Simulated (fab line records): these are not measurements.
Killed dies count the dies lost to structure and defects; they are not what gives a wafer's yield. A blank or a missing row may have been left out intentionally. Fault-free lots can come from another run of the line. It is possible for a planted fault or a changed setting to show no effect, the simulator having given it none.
Which tool is to blame? | flow n5_finfet | Sampling: 24 lots, 72 wafers, 4 of 1938 route steps

WHAT THE GAUGES READ, wafer by wafer
N5_WELL_APT_INSPECT_27: inspects for defects (macro). Usual: raw_defect_count at 1.9, with a standard deviation of 1.3.
lot  | measured    | on                | raw_defect_count | flag
L074 | day 1 16:07 | defect_inspect-02 | 3 0 1            |
L075 | day 1 21:10 | defect_inspect-01 | 4 0 2            |
L076 | day 2 02:58 | defect_inspect-01 | 2 1 3            |
L077 | day 2 08:59 | defect_inspect-01 | 1 0 1            |
L078 | day 2 15:01 | defect_inspect-02 | 1 4 2            |
L079 | day 2 20:59 | defect_inspect-02 | 1 2 1            |
L080 | day 3 03:23 | defect_inspect-02 | 0 3 2            |
L081 | day 3 08:55 | defect_inspect-02 | 0 3 3            |
L082 | day 3 15:00 | defect_inspect-02 | 2 2 4            |
L083 | day 3 21:13 | defect_inspect-02 | 1 3 3            |
L084 | day 4 02:59 | defect_inspect-02 | 1 3 1            |
L085 | day 4 09:26 | defect_inspect-02 | 3 2 3            |
L086 | day 4 14:52 | defect_inspect-02 | 1 0 3            |
L087 | day 4 21:01 | defect_inspect-01 | 6 2 1            |
L088 | day 5 03:08 | defect_inspect-02 | 2 1 4            |
L089 | day 5 09:12 | defect_inspect-01 | 2 0 2            |
L090 | day 5 15:10 | defect_inspect-02 | 2 5 0            |
L091 | day 5 21:52 | defect_inspect-01 | 2 2 2            |
L092 | day 6 03:02 | defect_inspect-01 | 2 3 0            |
L093 | day 6 09:33 | defect_inspect-02 | 2 1 4            |
L094 | day 6 15:14 | defect_inspect-01 | 4 2 1            |
L095 | day 6 21:08 | defect_inspect-01 | 2 3 0            |
L096 | day 7 03:19 | defect_inspect-02 | 3 2 3            |
L097 | day 7 10:30 | defect_inspect-01 | 2 2 1            |

WHICH TOOL RAN EACH LOT (tool, then ch and the chambers of the sampled wafers, then the start)
lot  | N5_ZERO_LAYER_PECVD_02         | N5_ZERO_LAYER_ETCH_17             | N5_ZERO_LAYER_ETCH_18
L074 | pecvd-01 ch 1,2, day 1 12:17   | rie_diel-03 ch 1,3, day 1 12:43   | rie_si-03 ch 0,1,2, day 1 12:47
L075 | pecvd-01 ch 0,2, day 1 18:18   | rie_diel-01 ch 0,2,3, day 1 18:53 | rie_si-04 ch 1,2, day 1 18:58
L076 | pecvd-04 ch 0,1,2, day 2 00:17 | rie_diel-03 ch 0,2,3, day 2 00:43 | rie_si-04 ch 0,1,2, day 2 00:47
L077 | pecvd-04 ch 1,2, day 2 06:17   | rie_diel-01 ch 0,1, day 2 06:50   | rie_si-01 ch 0,1,3, day 2 06:55
L078 | pecvd-01 ch 1,2, day 2 12:18   | rie_diel-04 ch 0,1,2, day 2 12:52 | rie_si-03 ch 1,2, day 2 12:56
L079 | pecvd-02 ch 0,1, day 2 18:17   | rie_diel-03 ch 0,1,3, day 2 18:43 | rie_si-03 ch 0,2,3, day 2 18:47
L080 | pecvd-04 ch 0,2, day 3 00:18   | rie_diel-03 ch 0,3, day 3 01:05   | rie_si-03 ch 1,2,3, day 3 01:10
L081 | pecvd-01 ch 0,1,2, day 3 06:18 | rie_diel-03 ch 0,1,3, day 3 06:44 | rie_si-03 ch 0,1, day 3 06:48
L082 | pecvd-01 ch 0,1, day 3 12:18   | rie_diel-03 ch 1,2,3, day 3 12:52 | rie_si-01 ch 1,3, day 3 12:56
L083 | pecvd-01 ch 1,2, day 3 18:17   | rie_diel-04 ch 0,1, day 3 19:02   | rie_si-03 ch 0,1, day 3 19:07
L084 | pecvd-02 ch 0,1,2, day 4 00:17 | rie_diel-03 ch 1,2, day 4 00:50   | rie_si-04 ch 2,3, day 4 00:55
L085 | pecvd-02 ch 0,1,2, day 4 06:17 | rie_diel-03 ch 0,2,3, day 4 06:50 | rie_si-04 ch 1,3, day 4 06:55
L086 | pecvd-01 ch 0,1, day 4 12:18   | rie_diel-01 ch 0,2, day 4 12:52   | rie_si-01 ch 1,3, day 4 12:56
L087 | pecvd-02 ch 0,1,2, day 4 18:18 | rie_diel-04 ch 1,3, day 4 18:52   | rie_si-01 ch 0,2,3, day 4 18:56
L088 | pecvd-04 ch 0,2, day 5 00:17   | rie_diel-03 ch 0,1, day 5 00:50   | rie_si-03 ch 1,2,3, day 5 00:55
L089 | pecvd-02 ch 0,1,2, day 5 06:20 | rie_diel-04 ch 2,3, day 5 06:56   | rie_si-03 ch 2,3, day 5 07:00
L090 | pecvd-04 ch 0,1,2, day 5 12:28 | rie_diel-04 ch 1,3, day 5 13:02   | rie_si-01 ch 0,3, day 5 13:06
L091 | pecvd-02 ch 0,1, day 5 18:28   | rie_diel-01 ch 0,1,3, day 5 19:03 | rie_si-01 ch 1,2,3, day 5 19:07
L092 | pecvd-02 ch 0,1, day 6 00:19   | rie_diel-03 ch 1,2,3, day 6 00:52 | rie_si-01 ch 1,2, day 6 00:56
L093 | pecvd-04 ch 0,1,2, day 6 06:17 | rie_diel-01 ch 1,2,3, day 6 06:50 | rie_si-01 ch 0,2,3, day 6 06:55
L094 | pecvd-02 ch 0,2, day 6 12:28   | rie_diel-01 ch 1,2,3, day 6 13:12 | rie_si-01 ch 1,3, day 6 13:16
L095 | pecvd-02 ch 0,1,2, day 6 18:17 | rie_diel-03 ch 1,2,3, day 6 18:51 | rie_si-01 ch 0,1,2, day 6 18:55
L096 | pecvd-02 ch 0,1,2, day 7 00:17 | rie_diel-01 ch 1,2, day 7 01:11   | rie_si-01 ch 1,3, day 7 01:15
L097 | pecvd-04 ch 0,1, day 7 06:17   | rie_diel-01 ch 0,1,3, day 7 06:53 | rie_si-01 ch 0,1,2, day 7 06:58
- N5_ZERO_LAYER_PECVD_02: deposits SiO2 from SiH4/N2O, target thk 10 nm, time 6 s.
- N5_ZERO_LAYER_ETCH_17: etches SiO2 in CF4, target depth 12 nm, time 13.3 s.
- N5_ZERO_LAYER_ETCH_18: etches Si in HBr/Cl2, target depth 120 nm, time 40 s.

AS READ BY THE TOOLS THEMSELVES (means over the sampled wafers that have a number; for cases with no such wafer, the mark the record gives instead)
N5_ZERO_LAYER_PECVD_02. Usual: heater_power_w 753 W, standard deviation 120; showerhead_plenum_p_Torr 8.18 Torr, standard deviation 0.13.
lot  | tool     | heater_power_w (W) | showerhead_plenum_p_Torr (Torr) | flag
L074 | pecvd-01 | 697                | 8.11                            |
L075 | pecvd-01 | 765                | 8.30                            |
L076 | pecvd-04 | 692                | 8.23                            |
L077 | pecvd-04 | 693                | 8.18                            |
L078 | pecvd-01 | 670                | 8.09                            |
L079 | pecvd-02 | 904                | 8.19                            |
L080 | pecvd-04 | 646                | 8.30                            |
L081 | pecvd-01 | 722                | 8.21                            |
L082 | pecvd-01 | 776                | 8.24                            |
L083 | pecvd-01 | 794                | 8.18                            |
L084 | pecvd-02 | 790                | 8.10                            |
L085 | pecvd-02 | 832                | 8.10                            |
L086 | pecvd-01 | 673                | 8.11                            |
L087 | pecvd-02 | 806                | 8.11                            |
L088 | pecvd-04 | 730                | 8.21                            |
L089 | pecvd-02 | 808                | 8.12                            |
L090 | pecvd-04 | 689                | 8.24                            |
L091 | pecvd-02 | 730                | 8.14                            |
L092 | pecvd-02 | 772                | 8.14                            |
L093 | pecvd-04 | 685                | 8.22                            |
L094 | pecvd-02 | 731                | 8.03                            |
L095 | pecvd-02 | 834                | 8.11                            |
L096 | pecvd-02 | 765                | 8.10                            |
L097 | pecvd-04 | 608                | 8.33                            |

N5_ZERO_LAYER_ETCH_17. Usual: bias_w 215.0 W (standard deviation 0.68); cf4_flow_sccm 100.00 sccm (standard deviation 0.3); drypump_motor_current_A 5.9 A (standard deviation 0.68); oes_product_au 0.79 a.u. (standard deviation 0.072); rf_vpp_V 949 V (standard deviation 3.7); showerhead_plenum_p_Torr 2.14 Torr (standard deviation 0.053); throttle_valve_pct 15.52 % (standard deviation 0.2).
lot  | tool        | bias_w (W) | cf4_flow_sccm (sccm) | drypump_motor_current_A (A) | oes_product_au (a.u.) | rf_vpp_V (V) | showerhead_plenum_p_Torr (Torr) | throttle_valve_pct (%) | flag
L074 | rie_diel-03 | 215.4      | 99.94                | 5.7                         | 0.71                  | 952          | 2.17                            | 15.59                  |
L075 | rie_diel-01 | 215.0      | 99.95                | 5.7                         | 0.76                  | 950          | 2.16                            | 15.67                  |
L076 | rie_diel-03 | 215.1      | 99.91                | 6.5                         | 0.80                  | 948          | 2.12                            | 15.53                  |
L077 | rie_diel-01 | 215.4      | 99.62                | 5.1                         | 0.77                  | 946          | 2.10                            | 15.66                  |
L078 | rie_diel-04 | 214.9      | 99.97                | 5.5                         | 0.74                  | 951          | 2.18                            | 15.51                  |
L079 | rie_diel-03 | 214.8      | 99.94                | 6.1                         | 0.85                  | 949          | 2.16                            | 15.34                  |
L080 | rie_diel-03 | 214.5      | 100.05               | 6.4                         | 0.81                  | 950          | 2.15                            | 15.44                  |
L081 | rie_diel-03 | 215.3      | 100.12               | 6.1                         | 0.84                  | 950          | 2.16                            | 15.35                  |
L082 | rie_diel-03 | 214.6      | 99.85                | 6.2                         | 0.82                  | 947          | 2.13                            | 15.47                  |
L083 | rie_diel-04 | 214.3      | 100.05               | 5.2                         | 0.75                  | 955          | 2.22                            | 15.47                  |
L084 | rie_diel-03 | 214.9      | 99.92                | 6.2                         | 0.83                  | 946          | 2.10                            | 15.49                  |
L085 | rie_diel-03 | 214.4      | 99.94                | 6.5                         | 0.79                  | 948          | 2.11                            | 15.57                  |
L086 | rie_diel-01 | 214.7      | 99.77                | 5.5                         | 0.80                  | 950          | 2.17                            | 15.61                  |
L087 | rie_diel-04 | 214.5      | 100.11               | 5.4                         | 0.80                  | 952          | 2.19                            | 15.46                  |
L088 | rie_diel-03 | 215.3      | 100.19               | 6.0                         | 0.84                  | 951          | 2.17                            | 15.28                  |
L089 | rie_diel-04 | 214.6      | 100.13               | 6.7                         | 0.81                  | 946          | 2.10                            | 15.56                  |
L090 | rie_diel-04 | 215.5      | 100.47               | 5.4                         | 0.80                  | 952          | 2.19                            | 15.46                  |
L091 | rie_diel-01 | 214.3      | 100.01               | 5.6                         | 0.81                  | 947          | 2.11                            | 15.65                  |
L092 | rie_diel-03 | 214.4      | 100.03               | 6.1                         | 0.80                  | 947          | 2.12                            | 15.50                  |
L093 | rie_diel-01 | 214.2      | 100.16               | 5.5                         | 0.78                  | 946          | 2.10                            | 15.54                  |
L094 | rie_diel-01 | 215.7      | 99.95                | 5.5                         | 0.77                  | 946          | 2.10                            | 15.55                  |
L095 | rie_diel-03 | 215.0      | 99.89                | 6.1                         | 0.80                  | 948          | 2.12                            | 15.51                  |
L096 | rie_diel-01 | 215.7      | 100.03               | 5.1                         | 0.72                  | 947          | 2.11                            | 15.51                  |
L097 | rie_diel-01 | 215.6      | 99.66                | 5.6                         | 0.80                  | 946          | 2.11                            | 15.67                  |

N5_ZERO_LAYER_ETCH_18. Usual: bias_w 75.01 W, standard deviation 0.19; drypump_motor_current_A 5.6 A, standard deviation 0.61; oes_product_au 1.004 a.u., standard deviation 0.018; throttle_valve_pct 36.4 %, standard deviation 0.34.
lot  | tool      | bias_w (W) | drypump_motor_current_A (A) | oes_product_au (a.u.) | throttle_valve_pct (%) | flag
L074 | rie_si-03 | 75.03      | 5.3                         | 1.013                 | 36.5                   |
L075 | rie_si-04 | 74.93      | 6.0                         | 0.978                 | 36.4                   |
L076 | rie_si-04 | 74.79      | 5.8                         | 0.984                 | 36.4                   |
L077 | rie_si-01 | 75.13      | 5.8                         | 0.999                 | 36.2                   |
L078 | rie_si-03 | 74.81      | 5.1                         | 1.029                 | 36.6                   |
L079 | rie_si-03 | 74.99      | 5.2                         | 1.014                 | 36.6                   |
L080 | rie_si-03 | 75.16      | 5.2                         | 1.012                 | 36.3                   |
L081 | rie_si-03 | 74.92      | 5.6                         | 1.003                 | 36.4                   |
L082 | rie_si-01 | 75.13      | 6.0                         | 0.988                 | 36.3                   |
L083 | rie_si-03 | 75.05      | 5.5                         | 1.007                 | 36.1                   |
L084 | rie_si-04 | 75.09      | 5.9                         | 1.000                 | 36.7                   |
L085 | rie_si-04 | 75.16      | 5.3                         | 0.999                 | 36.4                   |
L086 | rie_si-01 | 75.06      | 5.3                         | 0.988                 | 36.2                   |
L087 | rie_si-01 | 75.09      | 6.1                         | 1.003                 | 36.3                   |
L088 | rie_si-03 | 74.89      | 5.2                         | 1.014                 | 36.5                   |
L089 | rie_si-03 | 75.09      | 5.0                         | 1.025                 | 36.8                   |
L090 | rie_si-01 | 74.88      | 6.3                         | 1.011                 | 36.1                   |
L091 | rie_si-01 | 74.96      | 5.6                         | 0.997                 | 36.3                   |
L092 | rie_si-01 | 75.03      | 5.0                         | 0.995                 | 36.3                   |
L093 | rie_si-01 | 75.00      | 6.1                         | 1.010                 | 36.3                   |
L094 | rie_si-01 | 75.00      | 6.0                         | 0.979                 | 36.3                   |
L095 | rie_si-01 | 75.15      | 5.5                         | 1.011                 | 36.2                   |
L096 | rie_si-01 | 74.80      | 5.4                         | 0.989                 | 36.2                   |
L097 | rie_si-01 | 74.89      | 5.5                         | 1.013                 | 36.2                   |

THE ANSWER, worked out from the rows above alone
Rule: a lot is off if the mean of its wafers that have a number lies more than 3 standard deviations from the usual mean. Also off: a lot with no number at a reading for which 4 or more lots have one. All remaining lots with rows at the step are treated as sound. Order of review: gauges by route order, followed by the tools' own readings, for which a lot's mean as printed above is used. At the first step where some lot is off, the reading lying furthest off is the one used; lots without a number count as furthest.
No lot is off on any of the readings shown, so nothing can be concluded from this.

WHAT THE SIMULATOR HAD PUT IN
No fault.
